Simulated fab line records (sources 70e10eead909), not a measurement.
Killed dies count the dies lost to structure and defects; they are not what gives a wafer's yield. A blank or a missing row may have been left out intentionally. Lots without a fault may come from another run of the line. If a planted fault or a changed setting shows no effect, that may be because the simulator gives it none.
fab line records | flow nand-harc
[record] lots = 11 | wafers = 33 | last-day = 32
route steps=1302 shown P_GATE@131 END@1302
lots untouched by any fault: they come from a run of this same line in which no faults occurred
start-h: hours from the record's first day to the start of the lot's first wafer shown | wait-h: time in hours since the lot's previous step | " as in the row above | L1.1+2: a single row standing in for several wafers | - value missing, or start not given | * or withheld: withheld | < > ~ a bound
route shown NAME@n: NAME is a module with steps in the file, n the number in the route of the first one | usual: mean and standard deviation over wafers with no fault | same: alike in all rows | chamber/n: place in a boat | sites: readings site by site | _std_site: standard deviation across them | _edge_site: inner sites' mean taken away from outer sites' mean | radius-mm: how far each site lies from the wafer's centre | mask NAME#n: copy n | behind: tool/chamber where the wafer was last shaped | hold: the reason the lot was held/the length of the hold in hours/how it ended | device: the transistor (n, p or np) that didn't switch | end of line: tests of these same wafers at the route's end | for a step that has no rows: nothing shown but its recipe | killed: at the first sort, the dies lost to defects and structure; wafer yield is something else | map: per-die view of a wafer (x killed, . not killed, _ where there is no die)
set.NAME: setting as actually run; set.NAME@STEP: the setting as run at that earlier step | model.NAME: the simulator's own value behind a step, which no gauge read
steps of the route over a sample of lots; a table a step, a row a wafer
services: the hour from which a tool's chamber was out of use, counted from the record's first day as start-h (under 0 if before that day), plus the number of hours and why
[[steps]]
[step NHARC_P_GATE_HM_DEP_102]
[recipe] target-thk-a = 1200 | temp-c = 400 | material = aC
[usual] throttle-valve-pct = 35.000/0.0099
lot.wafer | tool       | chamber | start-h | wait-h | throttle-valve-pct
L893.2    | acl-dep-02 | 0       | 77.09   | 0.5    | 35.001
L893.3    | "          | 0       | "       | "      | 35.002
L893.6    | "          | 0       | "       | "      | 35.015
L894.3    | acl-dep-02 | 0       | 81.23   | 0.7    | 35.006
L894.5    | "          | 0       | "       | "      | 35.004
L894.6    | "          | 0       | "       | "      | 35.006
L895.2    | acl-dep-01 | 0       | 90.57   | 1.8    | 34.990
L895.4    | "          | 0       | "       | "      | 35.007
L895.5    | "          | 0       | "       | "      | 34.991
L899.1    | acl-dep-01 | 0       | 132.49  | 0.4    | 35.005
L899.3    | "          | 0       | "       | "      | 35.005
L899.5    | "          | 0       | "       | "      | 35.021
L901.2    | acl-dep-02 | 0       | 148.88  | 1.7    | 35.005
L901.3    | "          | 0       | "       | "      | 34.983
L901.4    | "          | 0       | "       | "      | 35.001
L902.1    | acl-dep-03 | 0       | 170.04  | 6.1    | 34.977
L902.2    | "          | 0       | "       | "      | 34.998
L902.6    | "          | 0       | "       | "      | 35.003
L904.1    | acl-dep-03 | 0       | 179.62  | 3.6    | 34.997
L904.3    | "          | 0       | "       | "      | 35.001
L904.6    | "          | 0       | "       | "      | 34.991
L905.2    | acl-dep-02 | 0       | 193.10  | 1.5    | 35.002
L905.3    | "          | 0       | "       | "      | 34.993
L905.6    | "          | 0       | "       | "      | 35.000
L914.2    | acl-dep-02 | 0       | 287.36  | 4.8    | 35.009
L914.4    | "          | 0       | "       | "      | 35.003
L914.5    | "          | 0       | "       | "      | 35.013
L915.1    | acl-dep-03 | 0       | 292.22  | 0.4    | 34.993
L915.2    | "          | 0       | "       | "      | 35.014
L915.4    | "          | 0       | "       | "      | 35.001
L916.1    | acl-dep-02 | 0       | 299.04  | 0.4    | 34.998
L916.2    | "          | 0       | "       | "      | 34.994
L916.3    | "          | 0       | "       | "      | 35.003
[step NHARC_P_GATE_ETCH_104]
[recipe] target-depth-a = 600 | time-s = withheld | cf4-flow-sccm = 100 | chf3-flow-sccm = 30 | ar-flow-sccm = 0 | rf-w = 500 | bias-w = 200 | chemistry = CF4/CHF3
[usual] bias-w = 199.9/0.59 | cf4-flow-sccm = 99.99/0.3 | drypump-motor-current-A = 5.7/0.42 | mfc-ar-sccm = 0.008/0.01 | oes-product-au = 0.955/0.022 | rf-vpp-V = 371.4/1.7 | showerhead-plenum-p-Torr = 1.60/0.046 | throttle-valve-pct = 16.801/0.0093
lot.wafer | tool        | chamber | start-h | wait-h | bias-w | cf4-flow-sccm | drypump-motor-current-A | mfc-ar-sccm | oes-product-au | rf-vpp-V | showerhead-plenum-p-Torr | throttle-valve-pct
L893.3    | rie-diel-05 | 1       | 78.48   | 0.1    | 199.9  | 99.79         | 5.8                     | 0.025       | 0.982          | 371.9    | 1.63                     | 16.794
L893.2    | "           | 3       | "       | "      | 201.0  | 99.85         | 5.7                     | 0           | 0.951          | 372.1    | 1.61                     | 16.786
L893.6    | "           | 0       | "       | "      | 200.1  | 99.86         | 6.2                     | 0.018       | 0.945          | 369.4    | 1.53                     | 16.799
L894.3    | rie-diel-10 | 2       | 82.66   | 0.1    | 199.8  | 100.35        | 5.3                     | 0.025       | 0.957          | 368.1    | 1.51                     | 16.799
L894.6    | "           | 3       | "       | "      | 199.4  | 99.70         | 6.2                     | 0           | 0.974          | 370.1    | 1.59                     | 16.792
L894.5    | "           | 0       | "       | "      | 199.9  | 99.53         | 6.5                     | 0           | 0.983          | 369.9    | 1.55                     | 16.803
L895.4    | rie-diel-03 | 0       | 92.08   | 0.1    | 198.8  | 100.16        | 5.4                     | 0.013       | 0.935          | 371.9    | 1.64                     | 16.802
L895.2    | "           | 2       | "       | "      | 199.8  | 100.01        | 5.2                     | 0.001       | 0.987          | 372.2    | 1.60                     | 16.798
L895.5    | "           | 0       | "       | "      | 199.7  | 100.02        | 5.3                     | 0.013       | 0.941          | 372.1    | 1.64                     | 16.811
L899.3    | rie-diel-05 | 3       | 134.11  | 0.1    | 198.9  | 99.58         | 5.7                     | 0           | 0.953          | 371.2    | 1.61                     | 16.785
L899.1    | "           | 0       | "       | "      | 200.4  | 100.35        | 6.2                     | 0.018       | 0.949          | 370.5    | 1.53                     | 16.817
L899.5    | "           | 2       | "       | "      | 199.9  | 99.79         | 5.8                     | 0           | 0.989          | 373.6    | 1.64                     | 16.819
L901.4    | rie-diel-03 | 2       | 150.46  | 0.1    | 199.7  | 100.18        | 5.2                     | 0.001       | 0.922          | 370.5    | 1.60                     | 16.802
L901.3    | "           | 3       | "       | "      | 199.6  | 100.34        | 5.5                     | 0           | 0.924          | 368.9    | 1.56                     | 16.805
L901.2    | "           | 1       | "       | "      | 200.1  | 99.86         | 5.2                     | 0           | 0.933          | 373.2    | 1.67                     | 16.797
L902.2    | rie-diel-05 | 2       | 171.67  | 0.1    | 200.0  | 99.88         | 5.8                     | 0           | 0.943          | 371.7    | 1.64                     | 16.819
L902.1    | "           | 3       | "       | "      | 199.8  | 99.62         | 5.8                     | 0           | 0.912          | 372.1    | 1.61                     | 16.809
L902.6    | "           | 1       | "       | "      | 199.0  | 100.10        | 5.8                     | 0.025       | 0.925          | 372.8    | 1.63                     | 16.800
L904.1    | rie-diel-05 | 2       | 181.24  | 0.1    | 199.5  | 99.85         | 5.8                     | 0           | 0.984          | 371.5    | 1.63                     | 16.817
L904.3    | "           | 0       | "       | "      | 199.9  | 100.38        | 6.2                     | 0.018       | 0.954          | 369.8    | 1.53                     | 16.802
L904.6    | "           | 2       | "       | "      | 200.0  | 100.34        | 5.8                     | 0           | 0.999          | 374.8    | 1.64                     | 16.810
L905.3    | rie-diel-03 | 2       | 194.48  | 0.1    | 201.0  | 100.00        | 5.2                     | 0.001       | 0.972          | 372.0    | 1.60                     | 16.799
L905.2    | "           | 3       | "       | "      | 200.5  | 99.56         | 5.5                     | 0           | 0.961          | 368.0    | 1.56                     | 16.812
L905.6    | "           | 1       | "       | "      | 200.9  | 100.09        | 5.2                     | 0           | 0.979          | 373.2    | 1.67                     | 16.808
L914.2    | rie-diel-10 | 1       | 288.93  | 0.1    | 200.1  | 100.25        | 6.4                     | 0.011       | 0.929          | 372.1    | 1.63                     | 16.805
L914.4    | "           | 3       | "       | "      | 199.7  | 100.21        | 6.2                     | 0           | 0.915          | 370.8    | 1.58                     | 16.778
L914.5    | "           | 2       | "       | "      | 198.9  | 100.01        | 5.3                     | 0.025       | 0.941          | 368.0    | 1.50                     | 16.801
L915.2    | rie-diel-03 | 3       | 293.71  | 0.1    | 200.4  | 99.84         | 5.5                     | 0           | 0.951          | 369.7    | 1.55                     | 16.814
L915.4    | "           | 0       | "       | "      | 199.4  | 100.78        | 5.3                     | 0.013       | 0.940          | 375.0    | 1.64                     | 16.791
L915.1    | "           | 1       | "       | "      | 199.4  | 100.01        | 5.2                     | 0           | 0.952          | 373.2    | 1.67                     | 16.806
L916.1    | rie-diel-05 | 0       | 300.70  | 0.1    | 199.9  | 99.86         | 6.1                     | 0.018       | 0.946          | 368.9    | 1.53                     | 16.809
L916.3    | "           | 1       | "       | "      | 199.7  | 99.99         | 5.8                     | 0.025       | 0.965          | 371.3    | 1.62                     | 16.796
L916.2    | "           | 2       | "       | "      | 200.8  | 100.12        | 5.8                     | 0           | 0.965          | 372.4    | 1.63                     | 16.795
[step NHARC_P_GATE_ETCH_32]
[recipe] target-depth-a = 1500 | over-etch-frac = 1 | over-etch-ion-energy-ev = 40 | time-s = 100.1 | hbr-flow-sccm = 150 | cl2-flow-sccm = 50 | rf-w = 400 | icp-w = 400 | bias-w = 100 | chemistry = HBr/Cl2
[usual] bias-w = 100.0/0.32 | chamber-pressure-mTorr = 15.000/0.015 | drypump-motor-current-A = 5.7/0.46 | oes-product-au = 0.993/0.0093 | throttle-valve-pct = 26.406/0.0084
lot.wafer | tool      | chamber | start-h | wait-h | bias-w | chamber-pressure-mTorr | drypump-motor-current-A | oes-product-au | rf-hours-counter-h | throttle-valve-pct
L893.2    | rie-si-01 | 2       | 78.85   | -      | 100.0  | 15.026                 | 5.8                     | 0.986          | 0.37               | 26.398
L893.3    | "         | 0       | "       | "      | 99.9   | 15.005                 | 5.3                     | 1.003          | 0.54               | 26.410
L893.6    | "         | 3       | "       | "      | 100.1  | 14.993                 | 6.3                     | 0.994          | -                  | 26.398
L894.3    | rie-si-01 | 0       | 83.02   | -      | 99.7   | 15.008                 | 5.3                     | 1.004          | 0.58               | 26.408
L894.6    | "         | 0       | "       | "      | 99.9   | 14.960                 | 5.3                     | 0.996          | -                  | 26.398
L894.5    | "         | 1       | "       | "      | 100.1  | 15.001                 | 6.2                     | 0.987          | -                  | 26.406
L895.2    | rie-si-01 | 0       | 92.45   | -      | 99.7   | 15.028                 | 5.3                     | 1.002          | 0.68               | 26.419
L895.4    | "         | 2       | "       | "      | 99.9   | 15.002                 | 5.8                     | 0.977          | 0.52               | 26.411
L895.5    | "         | 0       | "       | "      | 100.3  | 14.975                 | 5.3                     | 1.003          | -                  | 26.411
L899.1    | rie-si-01 | 1       | 134.48  | -      | 100.5  | 14.997                 | 6.2                     | 0.988          | 0.90               | 26.406
L899.3    | "         | 2       | "       | "      | 100.2  | 15.000                 | 5.8                     | 0.980          | 0.80               | 26.409
L899.5    | "         | 1       | "       | "      | 100.0  | 15.010                 | 6.2                     | 0.980          | -                  | 26.408
L901.4    | rie-si-02 | 1       | 150.84  | -      | 100.2  | 14.993                 | 5.4                     | 0.996          | 0.34               | 26.397
L901.3    | "         | 2       | "       | "      | 100.3  | 14.985                 | 5.6                     | 1.001          | 0.36               | 26.408
L901.2    | "         | 3       | "       | "      | 99.8   | 15.022                 | 6.0                     | 0.997          | 0.32               | 26.404
L902.2    | rie-si-02 | 1       | 172.06  | -      | 100.0  | 14.993                 | 5.4                     | 0.986          | 0.48               | 26.400
L902.1    | "         | 2       | "       | "      | 100.0  | 15.018                 | 5.7                     | 0.998          | 0.50               | 26.386
L902.6    | "         | 1       | "       | "      | 99.8   | 14.979                 | 5.4                     | 0.990          | -                  | 26.386
L904.3    | rie-si-01 | 1       | 181.64  | -      | 100.3  | 15.001                 | 6.2                     | 0.992          | 0.01               | 26.418
L904.1    | "         | 2       | "       | "      | 99.8   | 14.988                 | 5.8                     | 0.983          | 0.01               | 26.417
L904.6    | "         | 3       | "       | "      | 99.4   | 14.976                 | 6.3                     | 0.990          | -                  | 26.404
L905.3    | rie-si-01 | 1       | 194.85  | -      | 100.3  | 15.014                 | 6.2                     | 1.000          | 0.07               | 26.409
L905.2    | "         | 0       | "       | "      | 99.9   | 15.008                 | 5.3                     | 1.003          | 0.11               | 26.397
L905.6    | "         | 2       | "       | "      | 99.2   | 15.012                 | 5.8                     | 1.004          | -                  | 26.406
L914.2    | rie-si-01 | 3       | 289.35  | -      | 100.1  | 15.007                 | 6.3                     | 0.998          | 0.56               | 26.397
L914.4    | "         | 0       | "       | "      | 100.4  | 14.995                 | 5.3                     | 1.013          | 0.57               | 26.399
L914.5    | "         | 3       | "       | "      | 99.9   | 15.017                 | 6.3                     | 0.997          | -                  | 26.411
L915.1    | rie-si-01 | 0       | 294.09  | -      | -      | -                      | -                       | -              | -                  | -
L915.4    | "         | 1       | "       | "      | -      | -                      | -                       | -              | -                  | -
L915.2    | "         | 3       | "       | "      | -      | -                      | -                       | -              | -                  | -
L916.1    | rie-si-02 | 2       | 301.14  | -      | -      | -                      | -                       | -              | -                  | -
L916.2    | "         | 3       | "       | "      | -      | -                      | -                       | -              | -                  | -
L916.3    | "         | 0       | "       | "      | -      | -                      | -                       | -              | -                  | -
[step NHARC_P_GATE_STRIP_108]
[recipe] o2-flow-sccm = 500 | ar-flow-sccm = 0 | bias-w = 0 | chemistry = O2
[usual] drypump-motor-current-A = 5.8/0.5 | mfc-ar-sccm = 0.009/0.01 | oes-product-au = 1.000/0.01 | rf-vpp-V = 57.9/0.81 | showerhead-plenum-p-Torr = 3.56/0.11 | throttle-valve-pct = 17.037/0.0095
lot.wafer | tool        | chamber | start-h | wait-h | drypump-motor-current-A | mfc-ar-sccm | oes-product-au | rf-hours-counter-h | rf-vpp-V | showerhead-plenum-p-Torr | throttle-valve-pct
L893.3    | rie-diel-03 | 3       | 79.02   | -      | 5.5                     | 0           | 0.998          | 8.4                | 57.0     | 3.49                     | 17.011
L893.2    | "           | 1       | "       | "      | 5.2                     | 0           | 1.014          | 9.0                | 58.3     | 3.74                     | 17.056
L893.6    | "           | 2       | "       | "      | 5.2                     | 0.001       | 0.988          | -                  | 59.5     | 3.58                     | 17.022
L894.3    | rie-diel-10 | 2       | 83.21   | -      | 5.3                     | 0.025       | 1.004          | 2.9                | 57.7     | 3.38                     | 17.038
L894.6    | "           | 0       | "       | "      | 6.6                     | 0           | 1.008          | -                  | 57.5     | 3.48                     | 17.035
L894.5    | "           | 1       | "       | "      | 6.4                     | 0.011       | 0.992          | -                  | 58.7     | 3.67                     | 17.052
L895.2    | rie-diel-10 | 1       | 92.61   | -      | 6.5                     | 0.011       | 1.018          | 3.6                | 56.5     | 3.67                     | 17.030
L895.4    | "           | 0       | "       | "      | 6.6                     | 0           | 1.015          | 3.0                | 58.4     | 3.48                     | 17.046
L895.5    | "           | 1       | "       | "      | 6.5                     | 0.011       | 1.015          | -                  | 56.8     | 3.67                     | 17.046
L899.3    | rie-diel-10 | 1       | 134.65  | -      | 6.4                     | 0.011       | 0.998          | 6.0                | 58.3     | 3.67                     | 17.039
L899.1    | "           | 2       | "       | "      | 5.3                     | 0.025       | 1.006          | 5.5                | 57.7     | 3.38                     | 17.035
L899.5    | "           | 1       | "       | "      | 6.5                     | 0.011       | 0.999          | -                  | 57.4     | 3.67                     | 17.040
L901.3    | rie-diel-05 | 0       | 151.01  | -      | 6.2                     | 0.018       | 0.985          | 6.6                | 57.0     | 3.44                     | 17.034
L901.2    | "           | 1       | "       | "      | 5.8                     | 0.025       | 1.010          | 5.3                | 58.0     | 3.65                     | 17.031
L901.4    | "           | 2       | "       | "      | 5.8                     | 0           | 1.019          | 5.1                | 59.7     | 3.67                     | 17.031
L902.2    | rie-diel-03 | 0       | 172.20  | -      | 5.3                     | 0.013       | 0.976          | 4.7                | 58.1     | 3.67                     | 17.053
L902.1    | "           | 1       | "       | "      | 5.2                     | 0           | 1.009          | 4.4                | 57.4     | 3.74                     | 17.022
L902.6    | "           | 0       | "       | "      | 5.4                     | 0.013       | 0.987          | -                  | 58.7     | 3.67                     | 17.052
L904.1    | rie-diel-05 | 1       | 181.78  | -      | 5.8                     | 0.025       | 1.006          | 6.9                | 58.5     | 3.64                     | 17.034
L904.3    | "           | 3       | "       | "      | 5.8                     | 0           | 0.984          | 7.8                | 56.9     | 3.60                     | 17.035
L904.6    | "           | 0       | "       | "      | 6.2                     | 0.018       | 0.989          | -                  | 58.7     | 3.44                     | 17.045
L905.2    | rie-diel-03 | 0       | 195.04  | -      | 5.4                     | 0.013       | 0.985          | 5.1                | 58.3     | 3.67                     | 17.052
L905.3    | "           | 1       | "       | "      | 5.2                     | 0           | 1.005          | 5.0                | 57.5     | 3.74                     | 17.028
L905.6    | "           | 2       | "       | "      | 5.2                     | 0.001       | 0.990          | -                  | 58.2     | 3.58                     | 17.036
L914.2    | rie-diel-10 | 3       | 289.53  | -      | 6.2                     | 0           | 0.982          | 3.6                | 58.2     | 3.55                     | 17.047
L914.4    | "           | 3       | "       | "      | 6.2                     | 0           | 0.985          | -                  | 58.4     | 3.55                     | 17.043
L914.5    | "           | 1       | "       | "      | 6.4                     | 0.011       | 0.986          | -                  | 58.0     | 3.66                     | 17.031
L915.2    | rie-diel-10 | 2       | 294.25  | -      | 5.3                     | 0.025       | 1.005          | 3.3                | 56.7     | 3.37                     | 17.022
L915.1    | "           | 3       | "       | "      | 6.2                     | 0           | 0.990          | 3.8                | 57.9     | 3.55                     | 17.053
L915.4    | "           | 1       | "       | "      | 6.4                     | 0.011       | 1.001          | -                  | 57.2     | 3.66                     | 17.019
L916.3    | rie-diel-10 | 1       | 301.28  | -      | 6.4                     | 0.011       | 0.994          | 3.9                | 58.0     | 3.66                     | 17.034
L916.2    | "           | 3       | "       | "      | 6.2                     | 0           | 0.977          | 4.0                | 56.9     | 3.55                     | 17.058
L916.1    | "           | 0       | "       | "      | 6.6                     | 0           | 1.003          | 3.8                | 58.5     | 3.48                     | 17.037
[step NHARC_END_SORT_01]
[recipe] temp-c = 25
[usual] killed-at-array = 62/18 | killed-at-other = 0.9/1.2 | killed-at-periphery = 4.2/2.9 | killed-dies = 67/17 | killed-open = 3.6/1.9 | killed-short = 2.5/1.6
[same] gross-dies = 677
lot.wafer | tool      | chamber | start-h | wait-h | killed-at-array | killed-at-other | killed-at-periphery | killed-dies | killed-open | killed-short
L899.1    | prober-01 | 0       | 609.61  | 2.5    | 65              | 1               | 2                   | 68          | 3           | 3
L899.3    | prober-01 | 0       | 611.21  | 3.1    | 88              | 0               | 0                   | 88          | 5           | 1
L899.5    | prober-01 | 0       | 612.81  | 3.7    | 64              | 0               | 0                   | 64          | 4           | 3
L915.1    | prober-01 | 0       | 753.90  | 2.5    | 41              | 1               | 635                 | 677         | 6           | 0
L915.2    | prober-01 | 0       | 754.69  | 2.8    | 46              | 0               | 631                 | 677         | 2           | 3
L915.4    | prober-01 | 0       | 756.28  | 3.4    | 42              | 1               | 634                 | 677         | 3           | 2
L916.1    | prober-02 | 0       | 763.43  | 2.4    | 55              | 1               | 621                 | 677         | 1           | 4
L916.2    | prober-02 | 0       | 764.22  | 2.8    | 68              | 1               | 608                 | 677         | 2           | 5
L916.3    | prober-02 | 0       | 765.02  | 3.1    | 60              | 2               | 615                 | 677         | 6           | 6
// killed by level:class
L899.1 A_SLIT:chamber-film-flake=22 A_CHANNEL_HOLE_D1:chamber-film-flake=21 A_CHANNEL_HOLE_D2:chamber-film-flake=8 A_CONTACT:chamber-film-flake=6 A_CHANNEL_FILL_D2:chamber-film-flake=2 A_WL_FILL:chamber-film-flake=2 P_CONTACT:geometric-particle:short=1 P_CONTACT:geometric-particle:open=1
L899.3 A_CHANNEL_HOLE_D1:chamber-film-flake=33 A_SLIT:chamber-film-flake=30 A_CHANNEL_HOLE_D2:chamber-film-flake=11 A_WL_FILL:chamber-film-flake=3 A_BLC:geometric-particle:open=2 A_CHANNEL_FILL_D1:chamber-film-flake=2 A_DECK1_JOINT:geometric-particle:open=1 A_DECK1_JOINT:geometric-particle:short=1
L899.5 A_SLIT:chamber-film-flake=23 A_CHANNEL_HOLE_D1:chamber-film-flake=21 A_CHANNEL_HOLE_D2:chamber-film-flake=10 A_WL_FILL:chamber-film-flake=3 A_SOURCE_PLATE:geometric-particle:open=1 A_ONON_D1:geometric-particle:short=1 A_CHANNEL_FILL_D1:geometric-particle:short=1 A_CHANNEL_HOLE_D2:geometric-particle:open=1
L915.1 P_GATE:area-etch=635 A_CHANNEL_HOLE_D1:chamber-film-flake=16 A_SLIT:chamber-film-flake=7 A_CONTACT:chamber-film-flake=6 A_CHANNEL_HOLE_D2:chamber-film-flake=4 A_CHANNEL_FILL_D2:geometric-particle:open=2 A_M0:geometric-particle:open=2 A_ONON_D1:geometric-particle:open=1
L915.2 P_GATE:area-etch=630 A_CHANNEL_HOLE_D1:chamber-film-flake=20 A_CONTACT:chamber-film-flake=12 A_SLIT:chamber-film-flake=6 A_STAIRCASE:chamber-film-flake=2 P_CONTACT:geometric-particle:open=1 A_ONON_D1:geometric-particle:open=1 A_CHANNEL_FILL_D2:geometric-particle:short=1
L915.4 P_GATE:area-etch=630 A_CHANNEL_HOLE_D1:chamber-film-flake=18 A_CONTACT:chamber-film-flake=10 A_SLIT:chamber-film-flake=7 P_STI:chamber-film-flake=2 P_M1:geometric-particle:short=1 A_SOURCE_PLATE:geometric-particle:open=1 A_ONON_D2:geometric-particle:open=1
L916.1 P_GATE:area-etch=619 A_CHANNEL_HOLE_D2:chamber-film-flake=25 A_SLIT:chamber-film-flake=23 A_CONTACT:chamber-film-flake=3 P_STI:geometric-particle:open=1 P_M0:geometric-particle:short=1 A_ONON_D2:geometric-particle:short=1 A_WL_FILL:geometric-particle:short=1
L916.2 P_GATE:area-etch=606 A_CHANNEL_HOLE_D2:chamber-film-flake=33 A_SLIT:chamber-film-flake=23 A_CONTACT:chamber-film-flake=4 A_ONON_D1:geometric-particle:open=2 A_CHANNEL_HOLE_D1:chamber-film-flake=2 P_M0:geometric-particle:short=1 A_CHANNEL_FILL_D1:geometric-particle:short=1
L916.3 P_GATE:area-etch=610 A_CHANNEL_HOLE_D2:chamber-film-flake=26 A_SLIT:chamber-film-flake=23 P_CONTACT:geometric-particle:short=2 A_BLC:geometric-particle:open=2 A_CONTACT:chamber-film-flake=2 THIN_TSV:chamber-film-flake=2 P_GATE:geometric-particle:short=1
[[services]]
tool        | chamber | start-h | hours | kind
rie-diel-05 | 1       | 53.49   | 8.2   | repair
rie-si-02   | -       | 76.00   | 9.0   | pm
rie-diel-03 | -       | 80.30   | 9.0   | pm
rie-diel-10 | 2       | 89.21   | 2.1   | repair
rie-diel-03 | -       | 89.96   | 1.1   | repair
acl-dep-03  | -       | 97.54   | 13.0  | pm
rie-diel-03 | 1       | 125.18  | 2.7   | repair
rie-si-02   | -       | 153.58  | 0.1   | repair
rie-si-01   | -       | 169.00  | 9.0   | pm
rie-diel-03 | 0       | 181.70  | 4.5   | repair
rie-diel-05 | -       | 205.60  | 9.0   | pm
acl-dep-02  | -       | 217.95  | 13.0  | pm
rie-diel-10 | -       | 218.50  | 9.0   | pm
rie-diel-05 | 0       | 233.95  | 4.3   | repair
rie-si-02   | -       | 235.00  | 2.2   | repair
rie-diel-03 | -       | 235.25  | 2.3   | repair
rie-diel-10 | -       | 244.40  | 0.1   | repair
rie-diel-03 | -       | 257.30  | 9.0   | pm
rie-diel-10 | 0       | 263.17  | 4.4   | repair
rie-si-01   | 1       | 265.51  | 2.0   | repair
rie-diel-05 | 0       | 273.77  | 4.3   | repair
rie-diel-05 | 3       | 274.65  | 1.6   | repair
rie-diel-10 | 0       | 287.13  | 7.7   | repair
rie-diel-05 | 3       | 299.85  | 8.7   | repair
[[key]]
[first-sign] step = NHARC_P_GATE_ETCH_32 | reading = tool-record | direction = missing
[effect] step = NHARC_END_SORT_01 | reading = killed-at-periphery | direction = up | sigmas = 99+ | usual = 4.2 | struck = 624
[more-kills-born-at] NHARC_P_GATE_ETCH_32@rie-si-01 = 1895 | NHARC_P_GATE_ETCH_32@rie-si-02 = 1834
met-at NHARC_P_GATE_ETCH_32
struck-lots L915,L916
later-rows-left-out L915.1,L915.2,L915.4,L916.1,L916.2,L916.3
tester-left-out L915,L916
not-acting-at NHARC_P_GATE_HM_DEP_102,NHARC_P_GATE_ETCH_104,NHARC_P_GATE_STRIP_108
onset-between 289.35 294.09
[fault] kind = skipped-step-whole | tool = rie-si-01,rie-si-02 | chamber = - | onset-h = 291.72 | steps = NHARC_P_GATE_ETCH_32 | scope = struck-lots-only
// tester-left-out: of these lots the tester's yield and bins aren't shown, on N5 and GAA mostly nor the transistor test; their killed dies are dies lost to structure and defects alone, not to doping, threshold or leakage, so they don't give the yield
// later-rows-left-out: the simulator's readings of these wafers behind a module that went badly wrong aren't trusted and aren't shown, but for the sort
